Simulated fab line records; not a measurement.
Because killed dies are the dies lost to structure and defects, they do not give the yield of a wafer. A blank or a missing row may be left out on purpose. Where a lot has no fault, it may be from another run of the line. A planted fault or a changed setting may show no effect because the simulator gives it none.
fab line records / flow n5-finfet
record lots=7 wafers=39
route steps=1938 shown FIN_SAQP@94 MOL_CONTACT_COAG@559 BEOL_M0_SAQP@648 BEOL_M1@811 BEOL_M3@980 BEOL_M4@1090
start-h: the number of hours between the record's first day and the start of the first shown wafer of the lot / wait-h: time in hours since the lot's previous step / " same as the row above / L1.1+2: several wafers, shown together as one row / - no value, or no start was given / * or withheld: withheld / < > ~ a bound
route shown NAME@n: NAME is a module with steps in the file, n the number in the route of the first one / usual: mean and standard deviation over wafers with no fault / same: alike in all rows / chamber/n: place in a boat / sites: the reading at each site / _std_site: standard deviation of those values / _edge_site: the outer-site mean with the inner-site mean subtracted / radius-mm: for every site, how far away it sits from the centre of the wafer / mask NAME#n: copy n / behind: the last tool/chamber to shape the wafer / hold: what put the lot on hold/how long, in hours/how the hold closed / device: the n, p or np transistor that did not switch / end of line: tests run on the same wafers once the route is complete / step lacking rows: just its recipe / killed: dies that structure and defects cost at the first sort, which is not the same as the wafer's yield / map: per-die view of a wafer (x killed, . not killed, _ where there is no die)
set.NAME: the setting that was run; set.NAME@STEP: the one run at that earlier step / model.NAME: the simulator's own value behind a step, which no gauge read
lots run with intentionally changed settings; tables by step, rows by wafer
## steps
# step N5_FIN_SAQP_ALD_61
# recipe material=SiO2 target-thk-a=40 temp-c=300 ald-precursor-family=BDEAS ald-co-reactant=O2-plasma pulse-time-s=1 purge-time-s=2 co-reactant-purge-time-s=2 ald-cycles=43 pressure-torr=2
# step N5_MOL_CONTACT_COAG_ALD_27
# recipe material=SiOC target-thk-a=170 temp-c=400 ald-precursor-family=carbosiloxane ald-co-reactant=H2-plasma pulse-time-s=1.5 time-s=2720 purge-time-s=2 co-reactant-purge-time-s=2 ald-cycles=340 pressure-torr=2
# step N5_BEOL_M0_SAQP_DEVELOP_13
# recipe develop-time-s=30 developer=TMAH resist=CAR-ArF dev-temp-c=23 rinse-liquid=diw dry=air-spin
# step N5_BEOL_M1_ALD_84
# recipe material=TaN target-thk-a=* temp-c=275 ald-precursor-family=PDMAT ald-co-reactant=NH3 pressure-torr=3 carrier-flow-sccm=1500 pulse-time-s=2 purge-time-s=3 co-reactant-purge-time-s=2 co-reactant-pulse-time-s=3 ald-cycles=30 precursor-vessel-temp-c=75 precursor-vessel-pressure-torr=26.25 precursor-vessel-carrier-sccm=1000
# step N5_BEOL_M3_TRENCH_ETCH_37
# recipe chemistry=C4F6/O2 target-depth-a=555.55 target=SiOC time-s=29.2 ion-energy-ev=250 pressure-mtorr=30 source-w=355 bias-w=185 Ar_flow_sccm=300 C4F6_flow_sccm=10 O2_flow_sccm=10
# step N5_BEOL_M4_SPUTTER_86
# recipe material=Cu target-thk-a=45 temp-c=-20 chamber-pressure-pa=0.07 power-w=withheld time-s=8.29
# step N5_BEOL_M4_RC_MEAS_101
# usual SERP_M1=200/12
lot.wafer=L077.1 tool=prober-01 chamber=0 start-h=200.32 wait-h=0.0 set.ald-cycles@FIN_SAQP_ALD_61=43 set.ald-cycles@MOL_CONTACT_COAG_ALD_27=457 set.develop-time-s@BEOL_M0_SAQP_DEVELOP_13=17.47 set.ald-cycles@BEOL_M1_ALD_84=25 set.time-s@BEOL_M3_TRENCH_ETCH_37=29.2 set.target-thk-a@BEOL_M4_SPUTTER_86=45 SERP_M1[ohm/um]=189
lot.wafer=L077.2 tool=prober-01 chamber=0 start-h=200.32 wait-h=0.0 set.ald-cycles@FIN_SAQP_ALD_61=43 set.ald-cycles@MOL_CONTACT_COAG_ALD_27=457 set.develop-time-s@BEOL_M0_SAQP_DEVELOP_13=17.47 set.ald-cycles@BEOL_M1_ALD_84=30 set.time-s@BEOL_M3_TRENCH_ETCH_37=29.2 set.target-thk-a@BEOL_M4_SPUTTER_86=54.6 SERP_M1[ohm/um]=193
lot.wafer=L077.3 tool=prober-01 chamber=0 start-h=200.32 wait-h=0.0 set.ald-cycles@FIN_SAQP_ALD_61=43 set.ald-cycles@MOL_CONTACT_COAG_ALD_27=340 set.develop-time-s@BEOL_M0_SAQP_DEVELOP_13=30 set.ald-cycles@BEOL_M1_ALD_84=30 set.time-s@BEOL_M3_TRENCH_ETCH_37=29.2 set.target-thk-a@BEOL_M4_SPUTTER_86=45 SERP_M1[ohm/um]=207
lot.wafer=L077.4 tool=prober-01 chamber=0 start-h=200.32 wait-h=0.0 set.ald-cycles@FIN_SAQP_ALD_61=43 set.ald-cycles@MOL_CONTACT_COAG_ALD_27=340 set.develop-time-s@BEOL_M0_SAQP_DEVELOP_13=17.47 set.ald-cycles@BEOL_M1_ALD_84=25 set.time-s@BEOL_M3_TRENCH_ETCH_37=29.2 set.target-thk-a@BEOL_M4_SPUTTER_86=45 SERP_M1[ohm/um]=182
lot.wafer=L077.5 tool=prober-01 chamber=0 start-h=200.32 wait-h=0.0 set.ald-cycles@FIN_SAQP_ALD_61=43 set.ald-cycles@MOL_CONTACT_COAG_ALD_27=340 set.develop-time-s@BEOL_M0_SAQP_DEVELOP_13=30 set.ald-cycles@BEOL_M1_ALD_84=30 set.time-s@BEOL_M3_TRENCH_ETCH_37=29.2 set.target-thk-a@BEOL_M4_SPUTTER_86=54.6 SERP_M1[ohm/um]=198
lot.wafer=L077.6 tool=prober-01 chamber=0 start-h=200.32 wait-h=0.0 set.ald-cycles@FIN_SAQP_ALD_61=43 set.ald-cycles@MOL_CONTACT_COAG_ALD_27=457 set.develop-time-s@BEOL_M0_SAQP_DEVELOP_13=30 set.ald-cycles@BEOL_M1_ALD_84=25 set.time-s@BEOL_M3_TRENCH_ETCH_37=29.2 set.target-thk-a@BEOL_M4_SPUTTER_86=54.6 SERP_M1[ohm/um]=174
lot.wafer=L082.1 tool=prober-02 chamber=0 start-h=231.53 wait-h=0.0 set.ald-cycles@FIN_SAQP_ALD_61=43 set.ald-cycles@MOL_CONTACT_COAG_ALD_27=486 set.develop-time-s@BEOL_M0_SAQP_DEVELOP_13=23.71 set.ald-cycles@BEOL_M1_ALD_84=12 set.time-s@BEOL_M3_TRENCH_ETCH_37=29.2 set.target-thk-a@BEOL_M4_SPUTTER_86=45 SERP_M1[ohm/um]=148
lot.wafer=L082.2 tool=prober-02 chamber=0 start-h=231.53 wait-h=0.0 set.ald-cycles@FIN_SAQP_ALD_61=51 set.ald-cycles@MOL_CONTACT_COAG_ALD_27=340 set.develop-time-s@BEOL_M0_SAQP_DEVELOP_13=30 set.ald-cycles@BEOL_M1_ALD_84=30 set.time-s@BEOL_M3_TRENCH_ETCH_37=35.21 set.target-thk-a@BEOL_M4_SPUTTER_86=45 SERP_M1[ohm/um]=201
lot.wafer=L082.3 tool=prober-02 chamber=0 start-h=231.53 wait-h=0.0 set.ald-cycles@FIN_SAQP_ALD_61=43 set.ald-cycles@MOL_CONTACT_COAG_ALD_27=486 set.develop-time-s@BEOL_M0_SAQP_DEVELOP_13=30 set.ald-cycles@BEOL_M1_ALD_84=30 set.time-s@BEOL_M3_TRENCH_ETCH_37=29.2 set.target-thk-a@BEOL_M4_SPUTTER_86=45 SERP_M1[ohm/um]=197
lot.wafer=L082.4 tool=prober-02 chamber=0 start-h=231.53 wait-h=0.0 set.ald-cycles@FIN_SAQP_ALD_61=51 set.ald-cycles@MOL_CONTACT_COAG_ALD_27=340 set.develop-time-s@BEOL_M0_SAQP_DEVELOP_13=23.71 set.ald-cycles@BEOL_M1_ALD_84=30 set.time-s@BEOL_M3_TRENCH_ETCH_37=35.21 set.target-thk-a@BEOL_M4_SPUTTER_86=45 SERP_M1[ohm/um]=184
lot.wafer=L082.5 tool=prober-02 chamber=0 start-h=231.53 wait-h=0.0 set.ald-cycles@FIN_SAQP_ALD_61=43 set.ald-cycles@MOL_CONTACT_COAG_ALD_27=340 set.develop-time-s@BEOL_M0_SAQP_DEVELOP_13=30 set.ald-cycles@BEOL_M1_ALD_84=12 set.time-s@BEOL_M3_TRENCH_ETCH_37=29.2 set.target-thk-a@BEOL_M4_SPUTTER_86=45 SERP_M1[ohm/um]=148
lot.wafer=L082.6 tool=prober-02 chamber=0 start-h=231.53 wait-h=0.0 set.ald-cycles@FIN_SAQP_ALD_61=51 set.ald-cycles@MOL_CONTACT_COAG_ALD_27=486 set.develop-time-s@BEOL_M0_SAQP_DEVELOP_13=23.71 set.ald-cycles@BEOL_M1_ALD_84=12 set.time-s@BEOL_M3_TRENCH_ETCH_37=35.21 set.target-thk-a@BEOL_M4_SPUTTER_86=45 SERP_M1[ohm/um]=148
lot.wafer=L088.1 tool=prober-02 chamber=0 start-h=268.47 wait-h=0.0 set.ald-cycles@FIN_SAQP_ALD_61=43 set.ald-cycles@MOL_CONTACT_COAG_ALD_27=340 set.develop-time-s@BEOL_M0_SAQP_DEVELOP_13=30 set.ald-cycles@BEOL_M1_ALD_84=30 set.time-s@BEOL_M3_TRENCH_ETCH_37=43.17 set.target-thk-a@BEOL_M4_SPUTTER_86=45 SERP_M1[ohm/um]=221
lot.wafer=L088.2 tool=prober-02 chamber=0 start-h=268.47 wait-h=0.0 set.ald-cycles@FIN_SAQP_ALD_61=54 set.ald-cycles@MOL_CONTACT_COAG_ALD_27=282 set.develop-time-s@BEOL_M0_SAQP_DEVELOP_13=25.28 set.ald-cycles@BEOL_M1_ALD_84=30 set.time-s@BEOL_M3_TRENCH_ETCH_37=29.2 set.target-thk-a@BEOL_M4_SPUTTER_86=45 SERP_M1[ohm/um]=208
lot.wafer=L088.3 tool=prober-02 chamber=0 start-h=268.47 wait-h=0.0 set.ald-cycles@FIN_SAQP_ALD_61=54 set.ald-cycles@MOL_CONTACT_COAG_ALD_27=340 set.develop-time-s@BEOL_M0_SAQP_DEVELOP_13=30 set.ald-cycles@BEOL_M1_ALD_84=40 set.time-s@BEOL_M3_TRENCH_ETCH_37=43.17 set.target-thk-a@BEOL_M4_SPUTTER_86=26.57 SERP_M1[ohm/um]=266
lot.wafer=L088.4 tool=prober-02 chamber=0 start-h=268.47 wait-h=0.0 set.ald-cycles@FIN_SAQP_ALD_61=43 set.ald-cycles@MOL_CONTACT_COAG_ALD_27=282 set.develop-time-s@BEOL_M0_SAQP_DEVELOP_13=30 set.ald-cycles@BEOL_M1_ALD_84=40 set.time-s@BEOL_M3_TRENCH_ETCH_37=29.2 set.target-thk-a@BEOL_M4_SPUTTER_86=45 SERP_M1[ohm/um]=259
lot.wafer=L088.5 tool=prober-02 chamber=0 start-h=268.47 wait-h=0.0 set.ald-cycles@FIN_SAQP_ALD_61=54 set.ald-cycles@MOL_CONTACT_COAG_ALD_27=340 set.develop-time-s@BEOL_M0_SAQP_DEVELOP_13=25.28 set.ald-cycles@BEOL_M1_ALD_84=30 set.time-s@BEOL_M3_TRENCH_ETCH_37=29.2 set.target-thk-a@BEOL_M4_SPUTTER_86=26.57 SERP_M1[ohm/um]=204
lot.wafer=L088.6 tool=prober-02 chamber=0 start-h=268.47 wait-h=0.0 set.ald-cycles@FIN_SAQP_ALD_61=43 set.ald-cycles@MOL_CONTACT_COAG_ALD_27=282 set.develop-time-s@BEOL_M0_SAQP_DEVELOP_13=25.28 set.ald-cycles@BEOL_M1_ALD_84=40 set.time-s@BEOL_M3_TRENCH_ETCH_37=43.17 set.target-thk-a@BEOL_M4_SPUTTER_86=26.57 SERP_M1[ohm/um]=249
lot.wafer=L087.1 tool=prober-02 chamber=0 start-h=274.79 wait-h=0.0 set.ald-cycles@FIN_SAQP_ALD_61=58 set.ald-cycles@MOL_CONTACT_COAG_ALD_27=340 set.develop-time-s@BEOL_M0_SAQP_DEVELOP_13=21.68 set.ald-cycles@BEOL_M1_ALD_84=30 set.time-s@BEOL_M3_TRENCH_ETCH_37=21.17 set.target-thk-a@BEOL_M4_SPUTTER_86=68.76 SERP_M1[ohm/um]=199
lot.wafer=L087.2 tool=prober-02 chamber=0 start-h=274.79 wait-h=0.0 set.ald-cycles@FIN_SAQP_ALD_61=58 set.ald-cycles@MOL_CONTACT_COAG_ALD_27=340 set.develop-time-s@BEOL_M0_SAQP_DEVELOP_13=30 set.ald-cycles@BEOL_M1_ALD_84=30 set.time-s@BEOL_M3_TRENCH_ETCH_37=29.2 set.target-thk-a@BEOL_M4_SPUTTER_86=68.76 SERP_M1[ohm/um]=187
lot.wafer=L087.3 tool=prober-02 chamber=0 start-h=274.79 wait-h=0.0 set.ald-cycles@FIN_SAQP_ALD_61=58 set.ald-cycles@MOL_CONTACT_COAG_ALD_27=340 set.develop-time-s@BEOL_M0_SAQP_DEVELOP_13=30 set.ald-cycles@BEOL_M1_ALD_84=30 set.time-s@BEOL_M3_TRENCH_ETCH_37=21.17 set.target-thk-a@BEOL_M4_SPUTTER_86=45 SERP_M1[ohm/um]=175
lot.wafer=L087.4 tool=prober-02 chamber=0 start-h=274.79 wait-h=0.0 set.ald-cycles@FIN_SAQP_ALD_61=43 set.ald-cycles@MOL_CONTACT_COAG_ALD_27=340 set.develop-time-s@BEOL_M0_SAQP_DEVELOP_13=21.68 set.ald-cycles@BEOL_M1_ALD_84=30 set.time-s@BEOL_M3_TRENCH_ETCH_37=29.2 set.target-thk-a@BEOL_M4_SPUTTER_86=45 SERP_M1[ohm/um]=191
lot.wafer=L087.5 tool=prober-02 chamber=0 start-h=274.79 wait-h=0.0 set.ald-cycles@FIN_SAQP_ALD_61=43 set.ald-cycles@MOL_CONTACT_COAG_ALD_27=340 set.develop-time-s@BEOL_M0_SAQP_DEVELOP_13=21.68 set.ald-cycles@BEOL_M1_ALD_84=30 set.time-s@BEOL_M3_TRENCH_ETCH_37=21.17 set.target-thk-a@BEOL_M4_SPUTTER_86=45 SERP_M1[ohm/um]=187
lot.wafer=L087.6 tool=prober-02 chamber=0 start-h=274.79 wait-h=0.0 set.ald-cycles@FIN_SAQP_ALD_61=43 set.ald-cycles@MOL_CONTACT_COAG_ALD_27=340 set.develop-time-s@BEOL_M0_SAQP_DEVELOP_13=30 set.ald-cycles@BEOL_M1_ALD_84=30 set.time-s@BEOL_M3_TRENCH_ETCH_37=29.2 set.target-thk-a@BEOL_M4_SPUTTER_86=68.76 SERP_M1[ohm/um]=187
lot.wafer=L089.1 tool=prober-02 chamber=0 start-h=276.12 wait-h=0.0 set.ald-cycles@FIN_SAQP_ALD_61=43 set.ald-cycles@MOL_CONTACT_COAG_ALD_27=340 set.develop-time-s@BEOL_M0_SAQP_DEVELOP_13=30 set.ald-cycles@BEOL_M1_ALD_84=30 set.time-s@BEOL_M3_TRENCH_ETCH_37=29.2 set.target-thk-a@BEOL_M4_SPUTTER_86=45 SERP_M1[ohm/um]=185
lot.wafer=L089.2 tool=prober-02 chamber=0 start-h=276.12 wait-h=0.0 set.ald-cycles@FIN_SAQP_ALD_61=43 set.ald-cycles@MOL_CONTACT_COAG_ALD_27=340 set.develop-time-s@BEOL_M0_SAQP_DEVELOP_13=30 set.ald-cycles@BEOL_M1_ALD_84=30 set.time-s@BEOL_M3_TRENCH_ETCH_37=29.2 set.target-thk-a@BEOL_M4_SPUTTER_86=45 SERP_M1[ohm/um]=171
lot.wafer=L089.4 tool=prober-02 chamber=0 start-h=276.12 wait-h=0.0 set.ald-cycles@FIN_SAQP_ALD_61=43 set.ald-cycles@MOL_CONTACT_COAG_ALD_27=340 set.develop-time-s@BEOL_M0_SAQP_DEVELOP_13=30 set.ald-cycles@BEOL_M1_ALD_84=30 set.time-s@BEOL_M3_TRENCH_ETCH_37=29.2 set.target-thk-a@BEOL_M4_SPUTTER_86=45 SERP_M1[ohm/um]=191
lot.wafer=L090.1 tool=prober-02 chamber=0 start-h=279.92 wait-h=0.0 set.ald-cycles@FIN_SAQP_ALD_61=43 set.ald-cycles@MOL_CONTACT_COAG_ALD_27=340 set.develop-time-s@BEOL_M0_SAQP_DEVELOP_13=30 set.ald-cycles@BEOL_M1_ALD_84=30 set.time-s@BEOL_M3_TRENCH_ETCH_37=29.2 set.target-thk-a@BEOL_M4_SPUTTER_86=45 SERP_M1[ohm/um]=215
lot.wafer=L090.2 tool=prober-02 chamber=0 start-h=279.92 wait-h=0.0 set.ald-cycles@FIN_SAQP_ALD_61=43 set.ald-cycles@MOL_CONTACT_COAG_ALD_27=340 set.develop-time-s@BEOL_M0_SAQP_DEVELOP_13=19.13 set.ald-cycles@BEOL_M1_ALD_84=44 set.time-s@BEOL_M3_TRENCH_ETCH_37=29.2 set.target-thk-a@BEOL_M4_SPUTTER_86=45 SERP_M1[ohm/um]=268
lot.wafer=L090.3 tool=prober-02 chamber=0 start-h=279.92 wait-h=0.0 set.ald-cycles@FIN_SAQP_ALD_61=43 set.ald-cycles@MOL_CONTACT_COAG_ALD_27=164 set.develop-time-s@BEOL_M0_SAQP_DEVELOP_13=19.13 set.ald-cycles@BEOL_M1_ALD_84=30 set.time-s@BEOL_M3_TRENCH_ETCH_37=29.2 set.target-thk-a@BEOL_M4_SPUTTER_86=45 SERP_M1[ohm/um]=205
lot.wafer=L090.4 tool=prober-02 chamber=0 start-h=279.92 wait-h=0.0 set.ald-cycles@FIN_SAQP_ALD_61=43 set.ald-cycles@MOL_CONTACT_COAG_ALD_27=164 set.develop-time-s@BEOL_M0_SAQP_DEVELOP_13=19.13 set.ald-cycles@BEOL_M1_ALD_84=44 set.time-s@BEOL_M3_TRENCH_ETCH_37=29.2 set.target-thk-a@BEOL_M4_SPUTTER_86=45 SERP_M1[ohm/um]=245
lot.wafer=L090.5 tool=prober-02 chamber=0 start-h=279.92 wait-h=0.0 set.ald-cycles@FIN_SAQP_ALD_61=43 set.ald-cycles@MOL_CONTACT_COAG_ALD_27=340 set.develop-time-s@BEOL_M0_SAQP_DEVELOP_13=30 set.ald-cycles@BEOL_M1_ALD_84=30 set.time-s@BEOL_M3_TRENCH_ETCH_37=29.2 set.target-thk-a@BEOL_M4_SPUTTER_86=45 SERP_M1[ohm/um]=197
lot.wafer=L090.6 tool=prober-02 chamber=0 start-h=279.92 wait-h=0.0 set.ald-cycles@FIN_SAQP_ALD_61=43 set.ald-cycles@MOL_CONTACT_COAG_ALD_27=164 set.develop-time-s@BEOL_M0_SAQP_DEVELOP_13=30 set.ald-cycles@BEOL_M1_ALD_84=44 set.time-s@BEOL_M3_TRENCH_ETCH_37=29.2 set.target-thk-a@BEOL_M4_SPUTTER_86=45 SERP_M1[ohm/um]=234
lot.wafer=L092.1 tool=prober-02 chamber=0 start-h=304.84 wait-h=0.0 set.ald-cycles@FIN_SAQP_ALD_61=43 set.ald-cycles@MOL_CONTACT_COAG_ALD_27=340 set.develop-time-s@BEOL_M0_SAQP_DEVELOP_13=30 set.ald-cycles@BEOL_M1_ALD_84=30 set.time-s@BEOL_M3_TRENCH_ETCH_37=33.85 set.target-thk-a@BEOL_M4_SPUTTER_86=27.74 SERP_M1[ohm/um]=205
lot.wafer=L092.2 tool=prober-02 chamber=0 start-h=304.84 wait-h=0.0 set.ald-cycles@FIN_SAQP_ALD_61=32 set.ald-cycles@MOL_CONTACT_COAG_ALD_27=340 set.develop-time-s@BEOL_M0_SAQP_DEVELOP_13=35.49 set.ald-cycles@BEOL_M1_ALD_84=30 set.time-s@BEOL_M3_TRENCH_ETCH_37=29.2 set.target-thk-a@BEOL_M4_SPUTTER_86=27.74 SERP_M1[ohm/um]=214
lot.wafer=L092.3 tool=prober-02 chamber=0 start-h=304.84 wait-h=0.0 set.ald-cycles@FIN_SAQP_ALD_61=43 set.ald-cycles@MOL_CONTACT_COAG_ALD_27=149 set.develop-time-s@BEOL_M0_SAQP_DEVELOP_13=35.49 set.ald-cycles@BEOL_M1_ALD_84=25 set.time-s@BEOL_M3_TRENCH_ETCH_37=33.85 set.target-thk-a@BEOL_M4_SPUTTER_86=27.74 SERP_M1[ohm/um]=174
lot.wafer=L092.4 tool=prober-02 chamber=0 start-h=304.84 wait-h=0.0 set.ald-cycles@FIN_SAQP_ALD_61=43 set.ald-cycles@MOL_CONTACT_COAG_ALD_27=149 set.develop-time-s@BEOL_M0_SAQP_DEVELOP_13=35.49 set.ald-cycles@BEOL_M1_ALD_84=30 set.time-s@BEOL_M3_TRENCH_ETCH_37=29.2 set.target-thk-a@BEOL_M4_SPUTTER_86=45 SERP_M1[ohm/um]=197
lot.wafer=L092.5 tool=prober-02 chamber=0 start-h=304.84 wait-h=0.0 set.ald-cycles@FIN_SAQP_ALD_61=32 set.ald-cycles@MOL_CONTACT_COAG_ALD_27=149 set.develop-time-s@BEOL_M0_SAQP_DEVELOP_13=30 set.ald-cycles@BEOL_M1_ALD_84=25 set.time-s@BEOL_M3_TRENCH_ETCH_37=33.85 set.target-thk-a@BEOL_M4_SPUTTER_86=45 SERP_M1[ohm/um]=192
lot.wafer=L092.6 tool=prober-02 chamber=0 start-h=304.84 wait-h=0.0 set.ald-cycles@FIN_SAQP_ALD_61=32 set.ald-cycles@MOL_CONTACT_COAG_ALD_27=340 set.develop-time-s@BEOL_M0_SAQP_DEVELOP_13=30 set.ald-cycles@BEOL_M1_ALD_84=25 set.time-s@BEOL_M3_TRENCH_ETCH_37=29.2 set.target-thk-a@BEOL_M4_SPUTTER_86=45 SERP_M1[ohm/um]=184
## key
split step=N5_FIN_SAQP_ALD_61 setting=ald-cycles stated-as=43
response none clear
split step=N5_MOL_CONTACT_COAG_ALD_27 setting=ald-cycles stated-as=340
response none clear
split step=N5_BEOL_M0_SAQP_DEVELOP_13 setting=develop-time-s stated-as=30
response none clear
split step=N5_BEOL_M1_ALD_84 setting=ald-cycles stated-as=30
response step=N5_BEOL_M4_RC_MEAS_101 reading=SERP_M1 slope=+0.967 per=1% together-with=all explained=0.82
split step=N5_BEOL_M3_TRENCH_ETCH_37 setting=time-s stated-as=29.2
response none clear
split step=N5_BEOL_M4_SPUTTER_86 setting=target-thk-a stated-as=45
response none clear
